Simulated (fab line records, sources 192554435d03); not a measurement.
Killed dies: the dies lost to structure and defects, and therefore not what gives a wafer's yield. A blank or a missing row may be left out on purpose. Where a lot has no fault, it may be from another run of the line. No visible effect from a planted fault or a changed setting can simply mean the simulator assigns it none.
Chamber matching    flow n5 finfet    3 sister chambers for N5_BEOL_M0_SAQP_HM_DEP_111 on pecvd-01
The step deposits SiO2 from SiH4/N2O, target thk 12 nm, time 7.2 s. 6 wafers are shown with their chamber, then 9 later ones without.

== WAFERS, EACH WITH ITS CHAMBER ==
wafer   chamber  showerhead plenum p Torr (Torr)  heater power w (W)
L082.2  1        8.43                             840
L086.4  2        8.17                             722
L086.5  0        7.94                             645
L088.1  0        7.94                             581
L088.3  2        8.12                             734
L088.6  1        8.44                             901

== WAFERS MISSING THEIR CHAMBER ==
wafer   showerhead plenum p Torr (Torr)  heater power w (W)
L089.3  7.93                             617
L089.4  8.42                             856
L089.6  8.17                             627
L092.2  7.93                             622
L092.4  8.42                             765
L092.5  7.91                             608
L096.2  7.91                             568
L096.4  7.95                             559
L096.6  8.12                             762

== WHICH CHAMBER EACH WENT THROUGH ==
wafer   from the rows above  in truth
L089.3  0                    0
L089.4  1                    1
L089.6  2                    2
L092.2  0                    0
L092.4  1                    1
L092.5  0                    0
L096.2  0                    0
L096.4  0                    0
L096.6  2                    2
Correctly placed: 9 of 9. Number that these rows cannot place: 0. Placed wrongly: 0.
How it was worked out, from the rows above alone: a wafer's distance from a chamber is the root of the sum, over the readings, of the square of ((its reading less the chamber's mean) divided by the reading's scatter). The wafer belongs to the nearest chamber; if the next one is less than 2 further off, it can't be placed. Each chamber's mean is taken over the wafers shown for it. How the scatter is found: for the shown wafers, subtract from each reading the mean of its chamber, square and add these, divide the total by (wafers less chambers), then take the root.
